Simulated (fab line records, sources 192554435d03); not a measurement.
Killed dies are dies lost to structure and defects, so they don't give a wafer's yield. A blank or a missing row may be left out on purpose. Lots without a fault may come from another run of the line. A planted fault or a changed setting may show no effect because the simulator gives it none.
Chamber matching | flow n5_finfet | N5_BEOL_M11_ILD_DEP_00 on pecvd-02: 3 sister chambers
The step deposits SiCOH lowk from DEMS/porogen, target thk 308.51 nm, time 58 s. 3 wafers are shown with their chamber, then 12 later ones without.

WAFERS WITH THEIR CHAMBER
wafer  | chamber | throttle_valve_pct (%)
L089.1 | 1       | 13.1
L089.4 | 0       | 14.2
L089.6 | 2       | 12.7

WAFERS WITHOUT THEIR CHAMBER
wafer  | throttle_valve_pct (%)
L091.3 | 12.7
L091.4 | 14.2
L091.6 | 12.9
L093.1 | 14.1
L093.4 | 14.1
L093.6 | 13.4
L092.1 | 13.5
L092.3 | 14.0
L092.6 | 12.8
L097.3 | 13.0
L097.4 | 13.1
L097.6 | 13.6

WHICH CHAMBER EACH WENT THROUGH
wafer  | from the rows above          | in truth
L091.3 | can't be placed: 2 or 1      | 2
L091.4 | 0                            | 0
L091.6 | can't be placed: 1 or 2      | 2
L093.1 | 0                            | 0
L093.4 | 0                            | 0
L093.6 | can't be placed: 1 or 2      | 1
L092.1 | can't be placed: 1 or 0 or 2 | 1
L092.3 | 0                            | 0
L092.6 | can't be placed: 2 or 1      | 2
L097.3 | can't be placed: 1 or 2      | 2
L097.4 | can't be placed: 1 or 2      | 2
L097.6 | can't be placed: 1 or 0 or 2 | 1
Placed correctly: 4 of 12. Can't be placed from these rows: 8 (the true chamber is among the candidates in 8). Placed wrongly: 0.
How it was worked out, from the rows above alone: a wafer's distance from a chamber is the root of the sum, over the readings, of the square of ((its reading less the chamber's mean) divided by the reading's scatter). The wafer belongs to the nearest chamber; if the next one is less than 2 further off, it can't be placed. A chamber's mean is the mean of its shown wafers. The scatter: with one shown wafer a chamber, the root of the mean of the squares of how far each hidden wafer lies from its nearest shown one.
